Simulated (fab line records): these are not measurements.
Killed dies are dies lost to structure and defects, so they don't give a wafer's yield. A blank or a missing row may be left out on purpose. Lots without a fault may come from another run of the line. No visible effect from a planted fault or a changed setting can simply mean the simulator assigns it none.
fab line records    flow nandHarc
record: lots: 13  wafers: 39  lastDay: 24
route steps=1159 shown A_SLIT@792 A_WL_FILL@809
lots untouched by any fault: they come from a run of this same line in which no faults occurred
startH: start of the lot's first displayed wafer, in hours after the record's first day    waitH: hours since the lot's step before    " repeats the value in the row above    L1.1+2: one row covering several wafers at once    - no value present, or no start provided    * or withheld: withheld    < > ~ a bound
route shown NAME@n: names a module that has steps shown in the file, with the first one's number in the route    usual: mean/standard deviation of fault-free wafers    same: alike in all rows    chamber/n: place in a boat    sites: each site's reading    _std_site: standard deviation across them    _edge_site: inner sites' mean taken away from outer sites' mean    radiusMm: how far each site lies from the wafer's centre    mask NAME#n: copy n    behind: the last tool/chamber to shape the wafer    hold: why the lot was held/for how many hours/how that ended    device: transistor that didn't switch, given as n, p or np    end of line: at the end of the route, the tests of the same wafers    for a step that has no rows: nothing shown but its recipe    killed: count of dies lost to structure and defects at first sort (not the wafer's yield)    map: a wafer's dies, x killed, . not, _ none there
set.NAME: the setting the step ran with; set.NAME@STEP: the setting that earlier step ran with    model.NAME: the simulator's own value behind a step, which no gauge read
a sample of lots followed through the steps of the route, with each step as a table and each wafer as a row
services: a tool's chamber out of use, with start hour (startH, from the record's first day; less than 0 if before it), hours out, and reason
== steps ==
step: NHARC_A_SLIT_INSPECT_11
usual: rawDefectCount: 23/11
lot.wafer  tool              chamber  startH  waitH  rawDefectCount
L375.1     defectInspect-01  -        323.19  0.0    20
L375.2     "                 -        "       "      12
L375.6     "                 -        "       "      31
L377.2     defectInspect-01  -        340.94  0.0    7
L377.3     "                 -        "       "      13
L377.5     "                 -        "       "      25
L378.2     defectInspect-02  -        342.01  0.0    19
L378.4     "                 -        "       "      25
L378.5     "                 -        "       "      26
L379.2     defectInspect-01  -        350.44  0.0    36
L379.5     "                 -        "       "      35
L379.6     "                 -        "       "      25
L382.2     defectInspect-02  -        370.41  0.0    9
L382.4     "                 -        "       "      9
L382.6     "                 -        "       "      14
L383.1     defectInspect-01  -        379.54  0.0    21
L383.4     "                 -        "       "      22
L383.6     "                 -        "       "      23
L386.3     defectInspect-01  -        380.91  0.0    23
L386.4     "                 -        "       "      17
L386.6     "                 -        "       "      22
L385.2     defectInspect-01  -        381.28  0.0    25
L385.4     "                 -        "       "      26
L385.5     "                 -        "       "      30
L388.1     defectInspect-02  -        401.05  0.0    22
L388.2     "                 -        "       "      27
L388.3     "                 -        "       "      39
L392.1     defectInspect-01  -        432.06  0.0    36
L392.2     "                 -        "       "      37
L392.5     "                 -        "       "      24
L393.1     defectInspect-01  -        435.84  0.0    39
L393.3     "                 -        "       "      41
L393.4     "                 -        "       "      37
L395.3     defectInspect-01  -        449.54  0.0    41
L395.4     "                 -        "       "      33
L395.5     "                 -        "       "      40
L398.1     defectInspect-01  -        459.56  0.0    15
L398.2     "                 -        "       "      19
L398.5     "                 -        "       "      18
step: NHARC_A_SLIT_CD_MEAS_21
usual: cdNm: 289.4/1
lot.wafer  tool      chamber  startH  waitH  cdNm
L375.1     cdSem-03  -        326.67  -      290.9
L375.2     "         -        "       "      290.6
L375.6     "         -        "       "      290.5
L377.2     cdSem-03  -        344.41  -      289.8
L377.3     "         -        "       "      288.9
L377.5     "         -        "       "      289.7
L378.2     cdSem-02  -        346.10  -      289.3
L378.4     "         -        "       "      291.0
L378.5     "         -        "       "      291.9
L379.2     cdSem-03  -        353.91  -      289.9
L379.5     "         -        "       "      290.8
L379.6     "         -        "       "      289.6
L382.2     cdSem-02  -        373.88  -      286.4
L382.4     "         -        "       "      287.8
L382.6     "         -        "       "      286.9
L383.1     cdSem-02  -        385.90  -      289.6
L383.4     "         -        "       "      289.6
L383.6     "         -        "       "      289.1
L386.3     cdSem-02  -        386.71  -      290.5
L386.4     "         -        "       "      290.1
L386.6     "         -        "       "      289.2
L385.2     cdSem-01  -        387.62  -      289.0
L385.4     "         -        "       "      289.7
L385.5     "         -        "       "      288.6
L388.1     cdSem-01  -        406.01  -      290.0
L388.2     "         -        "       "      288.9
L388.3     "         -        "       "      289.7
L392.1     cdSem-03  -        435.51  -      289.6
L392.2     "         -        "       "      289.5
L392.5     "         -        "       "      289.6
L393.1     cdSem-03  -        439.30  -      289.5
L393.3     "         -        "       "      290.2
L393.4     "         -        "       "      289.9
L395.3     cdSem-03  -        453.00  -      289.2
L395.4     "         -        "       "      291.3
L395.5     "         -        "       "      290.6
L398.1     cdSem-02  -        464.53  -      289.3
L398.2     "         -        "       "      288.9
L398.5     "         -        "       "      288.6
step: NHARC_A_WL_FILL_ALD_00
recipe: targetThkA: 30  pulseTimeS: 3  aldCycles: 30  tempC: 300  material: Al2O3
usual: aldCycles: 30/0  heaterPowerOuterW: 262/21  heaterPowerW: 473/36  precursorPulseHeightRel: 1.000/0.021
lot.wafer  tool      chamber  startH  waitH  aldCycles  heaterPowerOuterW  heaterPowerW  precursorPulseHeightRel
L375.1     aldHk-03  1        334.42  0.1    30         244                452           0.986
L375.2     "         3        "       "      30         262                483           1.002
L375.6     "         1        "       "      30         246                439           0.983
L378.4     aldHk-03  0        352.24  0.1    30         288                530           0.965
L378.2     "         1        "       "      30         251                442           0.951
L378.5     "         3        "       "      30         264                484           1.049
L377.2     aldHk-04  2        352.25  0.1    30         285                463           1.024
L377.3     "         0        "       "      30         241                461           1.013
L377.5     "         2        "       "      30         271                476           0.988
L379.2     aldHk-01  0        361.79  0.2    30         244                443           0.990
L379.6     "         3        "       "      30         277                514           0.999
L379.5     "         0        "       "      30         247                450           1.039
L382.4     aldHk-03  1        381.71  0.1    30         245                444           0.988
L382.2     "         2        "       "      30         272                450           0.984
L382.6     "         0        "       "      30         287                535           1.002
L386.3     aldHk-03  0        393.90  0.3    30         288                516           1.036
L386.4     "         1        "       "      30         248                454           0.982
L386.6     "         3        "       "      30         262                470           1.022
L385.4     aldHk-03  1        394.18  0.6    30         246                458           0.997
L385.2     "         0        "       "      30         296                527           0.986
L385.5     "         2        "       "      30         271                463           0.971
L383.4     aldHk-03  0        394.56  0.9    30         293                542           1.000
L383.1     "         1        "       "      30         250                448           1.017
L383.6     "         0        "       "      30         293                528           0.988
L388.1     aldHk-03  3        417.11  5.0    30         260                467           0.973
L388.2     "         0        "       "      30         295                520           1.000
L388.3     "         1        "       "      30         241                452           0.966
L392.1     aldHk-01  0        441.32  0.1    30         260                454           0.984
L392.2     "         3        "       "      30         291                537           1.007
L392.5     "         0        "       "      30         252                450           1.018
L393.4     aldHk-03  1        447.06  0.1    30         244                445           1.021
L393.1     "         2        "       "      30         273                468           1.006
L393.3     "         0        "       "      42         287                528           0.973
L395.3     aldHk-04  2        460.59  0.1    30         274                468           1.020
L395.4     "         3        "       "      30         253                449           0.941
L395.5     "         1        "       "      30         247                478           1.016
L398.2     aldHk-01  2        472.23  0.1    30         212                419           1.010
L398.1     "         3        "       "      30         291                528           0.988
L398.5     "         2        "       "      30         218                413           0.984
step: NHARC_A_WL_FILL_RTA_01
recipe: tempC: 1000  timeS: 5
usual: lampPowerPct: 32.7/2.2  lamp_zone_2_pct: 32.7/2.3  lamp_zone_4_pct: 32.7/2.3  wafer_temp_C_max: 1004.1/0.9
lot.wafer  tool          chamber  startH  waitH  lampPowerPct  lamp_zone_2_pct  lamp_zone_4_pct  wafer_temp_C_max
L375.1     rtpAnneal-02  0        334.69  -      34.3          34.4             34.4             1004.0
L375.2     "             0        "       "      34.4          34.4             34.4             1005.0
L375.6     "             0        "       "      34.4          34.3             34.4             1004.0
L378.2     rtpAnneal-01  0        352.50  -      29.7          29.8             29.8             1003.5
L378.4     "             0        "       "      29.8          29.7             29.8             1003.0
L378.5     "             0        "       "      29.7          29.7             29.8             1003.5
L377.2     rtpAnneal-02  0        352.51  -      34.4          34.4             34.4             1003.9
L377.3     "             0        "       "      34.4          34.4             34.4             1004.6
L377.5     "             0        "       "      34.4          34.4             34.4             1003.4
L379.2     rtpAnneal-01  0        362.06  -      29.8          29.8             29.8             1006.6
L379.5     "             0        "       "      29.8          29.8             29.8             1006.2
L379.6     "             0        "       "      29.8          29.8             29.8             1003.7
L382.2     rtpAnneal-01  0        382.13  0.3    29.7          29.8             29.8             1006.6
L382.4     "             0        "       "      29.7          29.7             29.7             1004.7
L382.6     "             0        "       "      29.8          29.8             29.7             1004.9
L386.3     rtpAnneal-02  0        394.34  0.4    34.4          34.4             34.4             1003.5
L386.4     "             0        "       "      34.4          34.4             34.4             1004.2
L386.6     "             0        "       "      34.4          34.3             34.4             1004.1
L385.2     rtpAnneal-02  0        394.64  0.2    34.4          34.4             34.4             1002.8
L385.4     "             0        "       "      34.4          34.4             34.4             1003.1
L385.5     "             0        "       "      34.4          34.4             34.4             1002.6
L383.1     rtpAnneal-02  0        394.95  0.3    34.4          34.5             34.5             1003.3
L383.4     "             0        "       "      34.5          34.4             34.4             1003.9
L383.6     "             0        "       "      34.4          34.4             34.5             1003.6
L388.1     rtpAnneal-02  0        417.38  -      34.5          34.4             34.4             1003.6
L388.2     "             0        "       "      34.4          34.4             34.5             1003.3
L388.3     "             0        "       "      34.5          34.4             34.5             1003.5
L392.1     rtpAnneal-01  0        441.59  -      29.7          29.8             29.8             1005.0
L392.2     "             0        "       "      29.8          29.7             29.8             1005.2
L392.5     "             0        "       "      29.7          29.8             29.8             1003.5
L393.1     rtpAnneal-02  0        447.34  -      34.4          34.4             34.4             1003.1
L393.3     "             0        "       "      34.4          34.4             34.4             1003.5
L393.4     "             0        "       "      34.4          34.3             34.4             1003.6
L395.3     rtpAnneal-02  0        460.88  -      34.4          34.4             34.4             1004.3
L395.4     "             0        "       "      34.4          34.4             34.4             1003.0
L395.5     "             0        "       "      34.4          34.4             34.4             1003.9
L398.1     rtpAnneal-01  0        472.49  -      29.8          29.7             29.7             1004.3
L398.2     "             0        "       "      29.8          29.8             29.8             1003.5
L398.5     "             0        "       "      29.8          29.7             29.8             1005.2
== services ==
tool      chamber  startH  hours  kind
aldHk-03  0        322.98  10.0   ventCycle
aldHk-03  3        322.98  10.0   ventCycle
aldHk-03  0        332.98  -      clean
aldHk-03  1        332.98  -      clean
aldHk-03  2        332.98  -      clean
aldHk-03  3        332.98  -      clean
aldHk-04  -        365.33  10.0   pm
aldHk-04  0        365.33  10.0   ventCycle
aldHk-04  1        365.33  10.0   ventCycle
aldHk-04  2        365.33  10.0   ventCycle
aldHk-04  3        365.33  10.0   ventCycle
aldHk-04  0        375.33  -      clean
aldHk-04  1        375.33  -      clean
aldHk-04  2        375.33  -      clean
aldHk-01  -        407.71  10.0   pm
aldHk-01  0        407.71  10.0   ventCycle
aldHk-01  1        407.71  10.0   ventCycle
aldHk-01  2        407.71  10.0   ventCycle
aldHk-01  3        407.71  10.0   ventCycle
aldHk-01  0        417.71  -      clean
aldHk-01  1        417.71  -      clean
aldHk-01  2        417.71  -      clean
aldHk-01  3        417.71  -      clean
aldHk-03  -        469.20  1.1    repair
== key ==
firstSign: step: NHARC_A_WL_FILL_ALD_00  reading: aldCycles  direction: up  sigmas: 99+  usual: 30  struck: 42
effect none on later readings
metAt NHARC_A_WL_FILL_ALD_00
struckLots L393
struckWafers L393.3
laterRowsLeftOut L393.3
sortLeftOut L393.3
testerLeftOut L393
notActingAt NHARC_A_SLIT_INSPECT_11,NHARC_A_SLIT_CD_MEAS_21,NHARC_A_WL_FILL_RTA_01
onsetBetween 417.11 447.06
fault: kind: processParameterDrift  tool: aldHk-03  chamber: 0  onsetH: 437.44  steps: NHARC_A_WL_FILL_ALD_00  channel: aldCycles  offset: 12  shape: step  endH: 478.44  actsIn: theseRecipesOnly  stated: 30
testerLeftOut: of these lots the tester's yield and bins aren't shown, on N5 and GAA mostly nor the transistor test; their killed dies are dies lost to structure and defects alone, not to doping, threshold or leakage, so they don't give the yield
sortLeftOut: the simulated sort isn't trusted on such a fault, so these wafers' sort isn't shown, and their yield isn't known
laterRowsLeftOut: the simulator's readings of these wafers behind a module that went badly wrong aren't trusted and aren't shown, but for the sort
